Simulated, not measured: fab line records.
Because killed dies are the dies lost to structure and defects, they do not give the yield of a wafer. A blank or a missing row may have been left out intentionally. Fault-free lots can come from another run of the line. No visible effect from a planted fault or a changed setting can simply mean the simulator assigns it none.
fab line records    flow n5-finfet
[record] lots = 5  wafers = 15  last-day = 16
route steps=1938 shown BEOL_M3@1009 BEOL_M4@1021 PASSIVATION@1936
lots that met no fault: from a run of the same line without faults
start-h: start of the lot's first displayed wafer, in hours after the record's first day    wait-h: hours since the lot's step before    " unchanged from the row above    L1.1+2: a single row standing in for several wafers    - either no value or no given start    * or withheld: withheld    < > ~ a bound
route shown NAME@n: names a module that has steps shown in the file, with the first one's number in the route    usual: mean/standard deviation of fault-free wafers    same: alike in all rows    chamber/n: place in a boat    sites: the reading at each site    _std_site: the standard deviation of these    _edge_site: mean of outer sites minus mean of inner sites    radius-mm: for every site, how far away it sits from the centre of the wafer    mask NAME#n: copy n    behind: the most recent tool/chamber to have shaped the wafer    hold: why the lot went on hold/how many hours it stayed there/how the hold came to an end    device: transistor that didn't switch, given as n, p or np    end of line: tests run on the same wafers once the route is complete    a step with no rows: only its recipe    killed: the dies lost at the first sort to structure and to defects; this is not the yield of the wafer    map: dies across one wafer; x = killed, . = not, _ = none there
set.NAME: the setting as run; set.NAME@STEP: as run at that earlier step    model.NAME: the simulator's own value behind a step, which no gauge read
certain route steps with their lots: each step a table, each wafer a row
services: when a tool's chamber went out of use (start-h, in hours from the record's first day, below 0 if earlier), for how many hours, and the reason
[[steps]]
[step N5_BEOL_M3_ANNEAL_95]
[recipe] temp-c = 400  time-s = 240  ambient = vacuum
[step N5_BEOL_M3_SPUTTER_96]
[recipe] material = Cu  target-thk-a = 45  temp-c = -20  chamber-pressure-pa = 0.07  power-w = withheld  time-s = 8.29
[step N5_BEOL_M3_ECD_50]
[recipe] material = Cu  target-thk-a = 3000
[step N5_BEOL_M3_ANNEAL_51]
[recipe] temp-c = 225  time-s = 90  ambient = N2
[step N5_BEOL_M3_CMP_52]
[recipe] stop-on = SiOC  t-overpolish-s = 6.8  down-force-psi = 1  platen-rpm = 50  clearing-platen-down-force-psi = 1.5  clearing-platen-rpm = 50  post-cmp-clean = cu-alkaline  target-thk-nm = 40  clearing-platen-pad-velocity-m-s = 0.99484  pad-velocity-m-s = 0.99484
[step N5_BEOL_M3_PRE_CLEAN_60]
[recipe] gas = NH3/H2  time-s = 15  temp-c = *  rf-power-w = 300
[step N5_BEOL_M3_CO_CAP_55]
[recipe] material = Co  target-thk-a = 20  temp-c = 200  precursor = CCTBA/H2  pressure-torr = 30  time-s = 102.1
[step N5_BEOL_M3_PRE_CLEAN_56]
[recipe] gas = NH3  time-s = 15  temp-c = withheld  rf-power-w = 300
[step N5_BEOL_M3_DEP_57]
[recipe] material = SiCN  target-thk-a = 80  temp-c = withheld  precursor = 3MS/NH3  pressure-torr = 3  rf-w = 202  time-s = 14
[step N5_BEOL_M4_ILD_DEP_00]
[recipe] material = SiOC  target-thk-a = 790  temp-c = 350  precursor = DEMS/O2  pressure-torr = 5  rf-w = 500  time-s = 15.3
[usual] chamber-pressure-Torr = 5.000/0.011  heater-power-outer-w = 249/43  heater-power-w = 455/48  showerhead-plenum-p-Torr = 5.695/0.013  throttle-valve-pct = 12.1/0.77
lot.wafer  tool      chamber  start-h  wait-h  chamber-pressure-Torr  heater-power-outer-w  heater-power-w  showerhead-plenum-p-Torr  since-wet-clean-h  throttle-valve-pct
L899.1     pecvd-03  2        223.47   0.0     -                      -                     -               -                         -                  -
L899.3     "         0        "        "       -                      -                     -               -                         -                  -
L899.5     "         0        "        "       -                      -                     -               -                         -                  -
L900.2     pecvd-01  0        240.46   0.0     -                      -                     -               -                         -                  -
L900.4     "         2        "        "       -                      -                     -               -                         -                  -
L900.6     "         1        "        "       -                      -                     -               -                         -                  -
L901.3     pecvd-04  1        244.10   0.0     -                      -                     -               -                         -                  -
L901.5     "         2        "        "       -                      -                     -               -                         -                  -
L901.6     "         1        "        "       -                      -                     -               -                         -                  -
L906.1     pecvd-01  1        259.56   0.0     5.013                  350                   570             5.703                     2051               14.0
L906.2     "         0        "        "       5.005                  250                   486             5.682                     1326               12.8
L906.3     "         2        "        "       5.005                  276                   490             5.695                     566                12.0
L909.3     pecvd-04  1        287.36   0.0     5.006                  258                   505             5.689                     1535               12.0
L909.4     "         0        "        "       5.003                  257                   435             5.693                     -                  11.9
L909.5     "         1        "        "       4.992                  259                   497             5.674                     -                  12.4
[step N5_BEOL_M4_PECVD_72]
[recipe] material = SiO2  target-thk-a = 160  temp-c = 400  precursor = TEOS/O2  pressure-torr = 5.5  rf-w = 450  teos-flow-sccm = 53.8  gas = O2  flow-sccm = 3000  time-s = 18
[step N5_BEOL_M4_HM_DEP_02]
[recipe] material = TiN  target-thk-a = 200  temp-c = 25  chamber-pressure-pa = 0.49996
[step N5_BEOL_M4_COAT_61]
[recipe] resist = SOC  temp-c = 250  time-s = 60  spin-rpm = 1500  resist-thk-nm = 60
[step N5_BEOL_M4_COAT_62]
[recipe] resist = SiARC  temp-c = 220  time-s = 60  spin-rpm = 1500  resist-thk-nm = 12
[step N5_BEOL_M4_COAT_73]
[recipe] resist = underlayer  temp-c = 205  time-s = 60  spin-rpm = 1500  resist-thk-nm = 5
[step N5_BEOL_M4_COAT_05]
[recipe] resist = CAR-EUV  spin-rpm = 1500  resist-thk-nm = 30
[step N5_BEOL_M4_EBR_07]
[recipe] solvent = PGMEA  ebr-width-mm = 1.5
[step N5_BEOL_M4_SOFTBAKE_06]
[recipe] temp-c = 110  time-s = 60  resist = CAR-EUV
[step N5_BEOL_M4_EXPOSE_08]
[recipe] mask-id = M4  na = 0.33  source-shape = dipole  sigma-inner = 0.369  sigma-outer = 0.767  polarization = unpolarized  dose-mj = 41.25
[step N5_BEOL_M4_PEB_09]
[recipe] peb-temp-c = 100  peb-time-s = 60  resist = CAR-EUV
[step N5_BEOL_M4_DEVELOP_10]
[recipe] develop-time-s = 30  developer = TMAH  resist = CAR-EUV  rinse-liquid = surfactant-rinse  dry = air-spin  dev-temp-c = 23
[step N5_BEOL_M4_DESCUM_16]
[recipe] chemistry = O2  time-s = 7  source-power-w = 50  bias-power-w = 20  pressure-mtorr = 20  rf-frequency-hz = 2.712e+07  temp-c = 40  resist = CAR-EUV  o2-flow-sccm = 225
[step N5_BEOL_M4_ETCH_74]
[recipe] chemistry = N2/H2  target = underlayer  target-depth-a = 65  mask-material = CAR-EUV  time-s = 5.2  ion-energy-ev = 200  pressure-mtorr = 30  source-w = 840  bias-w = 150  n2-flow-sccm = 200  h2-flow-sccm = 200  ends = cleared
[step N5_BEOL_M4_ETCH_63]
[recipe] chemistry = CF4  target = SiARC  target-depth-a = 156  mask-material = CAR-EUV  time-s = 26  ion-energy-ev = 80  pressure-mtorr = 40  source-w = 545  bias-w = 36  Ar_flow_sccm = 100  cf4-flow-sccm = 100  ends = cleared
[step N5_BEOL_M4_ETCH_64]
[recipe] chemistry = N2/H2  target = SOC  target-depth-a = 750  overetch-a = 225  mask-material = SiARC  temp-c = 40  time-s = 121.9  ion-energy-ev = 200  pressure-mtorr = 30  source-w = 840  bias-w = 150  n2-flow-sccm = 200  h2-flow-sccm = 200
[step N5_BEOL_M4_STRIP_65]
[recipe] chemistry = N2/H2  temp-c = 40  n2-flow-sccm = 200  h2-flow-sccm = 200  rf-frequency-hz = 6e+07
[step N5_BEOL_M4_STRIP_75]
[recipe] chemistry = N2/H2  temp-c = 40  n2-flow-sccm = 200  h2-flow-sccm = 200  rf-frequency-hz = 6e+07
[step N5_BEOL_M4_STRIP_66]
[recipe] chemistry = CF4  resist = SiARC  power-w = 300  bias-power-w = 75  pressure-mtorr = 50  cf4-flow-sccm = 150  rf-frequency-hz = 6e+07
[step N5_BEOL_M4_HM_OPEN_17]
[recipe] chemistry = Cl2/BCl3  target-depth-a = 200  overetch-a = 60  target = TiN  mask-material = SOC  ion-energy-ev = 150  pressure-mtorr = 10  icp-w = 1000  bias-w = 126  Cl2_flow_sccm = 53.25  bcl3-flow-sccm = 21.75  Ar_flow_sccm = 25
[step N5_BEOL_M4_STRIP_19]
[recipe] chemistry = O2  power-w = 400  temp-c = 40  pressure-mtorr = 30  rf-frequency-hz = 6e+07  bias-power-w = 0  overash-fraction = 0.2  o2-flow-sccm = 225
[step N5_BEOL_M4_COAT_67]
[recipe] resist = SOC  temp-c = 250  time-s = 60  spin-rpm = 1500  resist-thk-nm = 60
[step N5_BEOL_M4_COAT_68]
[recipe] resist = SiARC  temp-c = 220  time-s = 60  spin-rpm = 1500  resist-thk-nm = 12
[step N5_BEOL_M4_COAT_76]
[recipe] resist = underlayer  temp-c = 205  time-s = 60  spin-rpm = 1500  resist-thk-nm = 5
[step N5_BEOL_M4_COAT_22]
[recipe] resist = CAR-EUV  spin-rpm = 1500  resist-thk-nm = 30
[step N5_BEOL_M4_OCD_MEAS_38]
[usual] trench-depth-nm = 55.3/0.9
lot.wafer  tool    chamber  start-h  wait-h  trench-depth-nm
L899.1     ocd-02  -        226.86   -       -
L899.3     "       -        "        "       -
L899.5     "       -        "        "       -
L900.2     ocd-01  -        246.97   -       -
L900.4     "       -        "        "       -
L900.6     "       -        "        "       -
L901.3     ocd-02  -        249.82   -       -
L901.5     "       -        "        "       -
L901.6     "       -        "        "       -
L906.1     ocd-01  -        262.88   -       55.0
L906.2     "       -        "        "       55.8
L906.3     "       -        "        "       57.0
L909.3     ocd-02  -        291.96   -       54.9
L909.4     "       -        "        "       53.5
L909.5     "       -        "        "       53.8
[step N5_BEOL_M4_RC_MEAS_101]
[usual] DIBL_N = 36.3/1.7  DIBL_P = 36.5/1.8  IOFF_N = 0.16/0.033  IOFF_P = 0.21/0.037  ION_N = 675/11  ION_P = 462/7.9  SS_N = 71.6/0.64  SS_P = 73.3/0.68  VT_N = 249/3.3  VT_P = -250/3.3
lot.wafer  tool       chamber  start-h  wait-h  DIBL_N[mV/V]  DIBL_P[mV/V]  IOFF_N[nA/um]  IOFF_P[nA/um]  ION_N[uA/um]  ION_P[uA/um]  SS_N[mV/dec]  SS_P[mV/dec]  VT_N[mV]  VT_P[mV]
L906.1     prober-01  0        267.45   0.0     35.8          34.5          0.14           0.20           665           465           71.5          71.9          254       -250
L906.2     "          0        "        "       36.5          34.3          0.15           0.20           667           457           71.8          72.8          252       -249
L906.3     "          0        "        "       38.4          38.6          0.19           0.27           675           465           72.3          73.7          249       -246
L909.3     prober-02  0        298.49   0.3     40.3          39.9          0.24           0.24           693           461           73.0          74.6          246       -254
L909.4     "          0        "        "       40.2          39.7          0.24           0.24           703           466           72.2          74.6          243       -249
L909.5     "          0        "        "       36.1          35.1          0.14           0.17           676           458           71.3          72.9          251       -250
[step N5_PASSIVATION_PROBE_49]
[usual] defect-limited-yield = 91.3/1.5  killed_at_M0_to_M3 = 34/9.4  killed_at_M4_up = 13/5.3  killed-at-contacts = 13/5.7  killed-at-front-end = 40/10  killed-at-other = 3.7/2.8  killed-dies = 103/17  killed-on-rim = 13/4.2  killed-open = 67/13  killed-short = 35/8.5  sort_bin_5_function = 5.0/0.98  sort_bin_6_memory = 3.3/0.7  sort-n-pass = 1077/17  sort-yield-pct = 91.3/1.5
[same] gross-dies = 1180  killed-at-back-side = 0  sort_bin_4_leakage[%] = 0  sort_bin_8_speed[%] = 0
lot.wafer  tool       chamber  start-h  wait-h  defect-limited-yield[%]  killed_at_M0_to_M3  killed_at_M4_up  killed-at-contacts  killed-at-front-end  killed-at-other  killed-dies  killed-on-rim  killed-open  killed-short  sort_bin_5_function[%]  sort_bin_6_memory[%]  sort-n-pass  sort-yield-pct[%]
L899.1     prober-01  -        332.57   0.0     0                        2                   1167             4                   7                    0                1180         152            10           5             74.9                    2.9                   0            0
L899.3     prober-01  -        332.67   0.1     0                        4                   1166             3                   6                    1                1180         152            8            8             74.2                    3.0                   0            0
L899.5     prober-01  -        332.77   0.2     0                        13                  1155             3                   9                    0                1180         152            18           11            72.7                    3.1                   0            0
L901.3     prober-02  -        353.27   0.1     0                        7                   1160             2                   11                   0                1180         152            12           9             71.9                    2.5                   0            0
L901.5     prober-02  -        353.37   0.2     0                        7                   1167             3                   3                    0                1180         152            7            7             73.6                    3.1                   0            0
L901.6     prober-02  -        353.42   0.3     0                        8                   1159             3                   9                    1                1180         152            12           9             74.7                    3.0                   0            0
L900.2     prober-01  -        355.57   0.1     0                        5                   1165             0                   9                    1                1180         152            11           8             73.1                    2.9                   0            0
L900.4     prober-01  -        355.67   0.2     0                        6                   1164             1                   8                    1                1180         152            10           6             76.0                    3.2                   0            0
L900.6     prober-01  -        355.77   0.3     0                        4                   1164             0                   11                   1                1180         152            12           4             73.7                    3.1                   0            0
// killed by level:class
L899.1 BEOL_M4:lost-pattern=1158 BEOL_M4:area-dep=7 MOL_CONTACT_COAG:geometric-particle:open=3 ILD0:geometric-particle:open=2 FIN_SAQP:geometric-particle:short=1 STI_FIN_REVEAL:geometric-particle:short=1 STI_FIN_REVEAL:geometric-particle:open=1 BEOL_M3:geometric-particle:open=1
L899.3 BEOL_M4:lost-pattern=1159 BEOL_M4:area-dep=5 FIN_SAQP:geometric-particle:short=2 MOL_CONTACT_COAG:geometric-particle:short=2 BEOL_M1:geometric-particle:open=2 STI_FIN_REVEAL:geometric-particle:short=1 GATE_CUT:geometric-particle:short=1 GATE_CUT:geometric-particle:open=1
L899.5 BEOL_M4:lost-pattern=1143 BEOL_M4:area-dep=8 BEOL_M3:geometric-particle:open=7 FIN_SAQP:geometric-particle:short=3 MOL_CONTACT_COAG:geometric-particle:open=3 ILD0:geometric-particle:open=2 GATE_CUT:geometric-particle:open=2 BEOL_M0:geometric-particle:open=2
L901.3 BEOL_M4:lost-pattern=1150 BEOL_M4:area-dep=9 FIN_SAQP:geometric-particle:open=3 FIN_SAQP:geometric-particle:short=3 DUMMY_GATE:geometric-particle:open=3 BEOL_M0_SAQP:geometric-particle:short=3 FIN_CUT:geometric-particle:short=1 MOL_CONTACT_COAG:geometric-particle:open=1
L901.5 BEOL_M4:lost-pattern=1162 BEOL_M4:area-dep=4 BEOL_M0_SAQP:geometric-particle:short=3 FIN_SAQP:geometric-particle:short=2 MOL_CONTACT_COAG:geometric-particle:open=2 FIN_SAQP:geometric-particle:open=1 MOL_CONTACT_COAG:geometric-particle:short=1 BEOL_M0_SAQP:geometric-particle:open=1
L901.6 BEOL_M4:lost-pattern=1151 BEOL_M4:area-dep=7 FIN_SAQP:geometric-particle:open=3 FIN_SAQP:geometric-particle:short=2 STI_FIN_REVEAL:geometric-particle:open=2 MOL_CONTACT_COAG:geometric-particle:short=2 BEOL_M0_SAQP:geometric-particle:short=2 DUMMY_GATE:geometric-particle:open=1
L900.2 BEOL_M4:lost-pattern=1157 BEOL_M4:area-dep=4 BEOL_M3:geometric-particle:open=3 FIN_SAQP:geometric-particle:short=2 ILD0:geometric-particle:open=2 BEOL_M4:geometric-particle:open=2 FIN_SAQP:geometric-particle:open=1 FIN_CUT:geometric-particle:short=1
L900.4 BEOL_M4:lost-pattern=1156 BEOL_M4:area-dep=8 FIN_SAQP:geometric-particle:open=3 BEOL_M0_SAQP:geometric-particle:short=3 STI_FIN_REVEAL:geometric-particle:open=2 FIN_SAQP:geometric-particle:short=1 GATE_CUT:geometric-particle:open=1 MOL_CONTACT_COAG:geometric-particle:short=1
L900.6 BEOL_M4:lost-pattern=1160 FIN_SAQP:geometric-particle:open=4 BEOL_M4:area-dep=4 STI_FIN_REVEAL:geometric-particle:open=2 BEOL_M3:geometric-particle:open=2 STARTING-WAFER:geometric-particle:open=2 STI_FIN_REVEAL:geometric-particle:short=1 DUMMY_GATE:geometric-particle:short=1
// map L899.1 (x killed, . not)
_________________xxxxxxxxxxxx________________
______________xxxxxxxxxxxxxxxxxx_____________
___________xxxxxxxxxxxxxxxxxxxxxxxx__________
__________xxxxxxxxxxxxxxxxxxxxxxxxxx_________
________xxxxxxxxxxxxxxxxxxxxxxxxxxxxxx_______
_______xxxxxxxxxxxxxxxxxxxxxxxxxxxxxxxx______
______xxxxxxxxxxxxxxxxxxxxxxxxxxxxxxxxxx_____
_____xxxxxxxxxxxxxxxxxxxxxxxxxxxxxxxxxxxx____
____xxxxxxxxxxxxxxxxxxxxxxxxxxxxxxxxxxxxxx___
___xxxxxxxxxxxxxxxxxxxxxxxxxxxxxxxxxxxxxxxx__
___xxxxxxxxxxxxxxxxxxxxxxxxxxxxxxxxxxxxxxxx__
__xxxxxxxxxxxxxxxxxxxxxxxxxxxxxxxxxxxxxxxxxx_
__xxxxxxxxxxxxxxxxxxxxxxxxxxxxxxxxxxxxxxxxxx_
_xxxxxxxxxxxxxxxxxxxxxxxxxxxxxxxxxxxxxxxxxxxx
_xxxxxxxxxxxxxxxxxxxxxxxxxxxxxxxxxxxxxxxxxxxx
_xxxxxxxxxxxxxxxxxxxxxxxxxxxxxxxxxxxxxxxxxxxx
_xxxxxxxxxxxxxxxxxxxxxxxxxxxxxxxxxxxxxxxxxxxx
_xxxxxxxxxxxxxxxxxxxxxxxxxxxxxxxxxxxxxxxxxxxx
_xxxxxxxxxxxxxxxxxxxxxxxxxxxxxxxxxxxxxxxxxxxx
_xxxxxxxxxxxxxxxxxxxxxxxxxxxxxxxxxxxxxxxxxxxx
_xxxxxxxxxxxxxxxxxxxxxxxxxxxxxxxxxxxxxxxxxxxx
__xxxxxxxxxxxxxxxxxxxxxxxxxxxxxxxxxxxxxxxxxx_
__xxxxxxxxxxxxxxxxxxxxxxxxxxxxxxxxxxxxxxxxxx_
___xxxxxxxxxxxxxxxxxxxxxxxxxxxxxxxxxxxxxxxx__
___xxxxxxxxxxxxxxxxxxxxxxxxxxxxxxxxxxxxxxxx__
____xxxxxxxxxxxxxxxxxxxxxxxxxxxxxxxxxxxxxx___
_____xxxxxxxxxxxxxxxxxxxxxxxxxxxxxxxxxxxx____
______xxxxxxxxxxxxxxxxxxxxxxxxxxxxxxxxxx_____
_______xxxxxxxxxxxxxxxxxxxxxxxxxxxxxxxx______
________xxxxxxxxxxxxxxxxxxxxxxxxxxxxxx_______
__________xxxxxxxxxxxxxxxxxxxxxxxxxx_________
___________xxxxxxxxxxxxxxxxxxxxxxxx__________
______________xxxxxxxxxxxxxxxxxx_____________
_________________xxxxxxxxxxxx________________
// map L900.2 (x killed, . not)
_________________xxxxxxxxxxxx________________
______________xxxxxxxxxxxxxxxxxx_____________
___________xxxxxxxxxxxxxxxxxxxxxxxx__________
__________xxxxxxxxxxxxxxxxxxxxxxxxxx_________
________xxxxxxxxxxxxxxxxxxxxxxxxxxxxxx_______
_______xxxxxxxxxxxxxxxxxxxxxxxxxxxxxxxx______
______xxxxxxxxxxxxxxxxxxxxxxxxxxxxxxxxxx_____
_____xxxxxxxxxxxxxxxxxxxxxxxxxxxxxxxxxxxx____
____xxxxxxxxxxxxxxxxxxxxxxxxxxxxxxxxxxxxxx___
___xxxxxxxxxxxxxxxxxxxxxxxxxxxxxxxxxxxxxxxx__
___xxxxxxxxxxxxxxxxxxxxxxxxxxxxxxxxxxxxxxxx__
__xxxxxxxxxxxxxxxxxxxxxxxxxxxxxxxxxxxxxxxxxx_
__xxxxxxxxxxxxxxxxxxxxxxxxxxxxxxxxxxxxxxxxxx_
_xxxxxxxxxxxxxxxxxxxxxxxxxxxxxxxxxxxxxxxxxxxx
_xxxxxxxxxxxxxxxxxxxxxxxxxxxxxxxxxxxxxxxxxxxx
_xxxxxxxxxxxxxxxxxxxxxxxxxxxxxxxxxxxxxxxxxxxx
_xxxxxxxxxxxxxxxxxxxxxxxxxxxxxxxxxxxxxxxxxxxx
_xxxxxxxxxxxxxxxxxxxxxxxxxxxxxxxxxxxxxxxxxxxx
_xxxxxxxxxxxxxxxxxxxxxxxxxxxxxxxxxxxxxxxxxxxx
_xxxxxxxxxxxxxxxxxxxxxxxxxxxxxxxxxxxxxxxxxxxx
_xxxxxxxxxxxxxxxxxxxxxxxxxxxxxxxxxxxxxxxxxxxx
__xxxxxxxxxxxxxxxxxxxxxxxxxxxxxxxxxxxxxxxxxx_
__xxxxxxxxxxxxxxxxxxxxxxxxxxxxxxxxxxxxxxxxxx_
___xxxxxxxxxxxxxxxxxxxxxxxxxxxxxxxxxxxxxxxx__
___xxxxxxxxxxxxxxxxxxxxxxxxxxxxxxxxxxxxxxxx__
____xxxxxxxxxxxxxxxxxxxxxxxxxxxxxxxxxxxxxx___
_____xxxxxxxxxxxxxxxxxxxxxxxxxxxxxxxxxxxx____
______xxxxxxxxxxxxxxxxxxxxxxxxxxxxxxxxxx_____
_______xxxxxxxxxxxxxxxxxxxxxxxxxxxxxxxx______
________xxxxxxxxxxxxxxxxxxxxxxxxxxxxxx_______
__________xxxxxxxxxxxxxxxxxxxxxxxxxx_________
___________xxxxxxxxxxxxxxxxxxxxxxxx__________
______________xxxxxxxxxxxxxxxxxx_____________
_________________xxxxxxxxxxxx________________
[[services]]
tool      chamber  start-h  hours  kind
pecvd-04  2        202.38   -      clean
pecvd-04  2        202.38   -      consumable-replace:showerhead
pecvd-04  2        202.38   29.0   scheduled-down
pecvd-04  2        202.38   29.0   vent-cycle
pecvd-01  1        224.34   2.1    scheduled-down
pecvd-03  2        237.15   4.5    repair
pecvd-01  0        271.13   58.4   repair
pecvd-01  2        280.52   5.9    repair
[[key]]
[first-sign] step = N5_BEOL_M4_ILD_DEP_00  reading = tool-record  direction = missing
[effect] step = N5_BEOL_M4_OCD_MEAS_38  reading = trench-depth-nm  direction = missing
[effect] step = N5_PASSIVATION_PROBE_49  reading = killed_at_M4_up  direction = up  sigmas = 99+  usual = 13  struck = 1163
met-at N5_BEOL_M4_ILD_DEP_00
struck-wafers L899.1,L899.3,L899.5,L900.2,L900.4,L900.6,L901.3,L901.5,L901.6
later-rows-left-out L899.1,L899.3,L899.5,L900.2,L900.4,L900.6,L901.3,L901.5,L901.6
[fault] kind = skipped-step-whole  tool = pecvd-01,pecvd-03,pecvd-04  chamber = -  onset-h = 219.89  steps = N5_BEOL_M4_ILD_DEP_00  scope = struck-lots-only
// later-rows-left-out: the simulator's readings of these wafers behind a module that went badly wrong aren't trusted and aren't shown, but for the sort
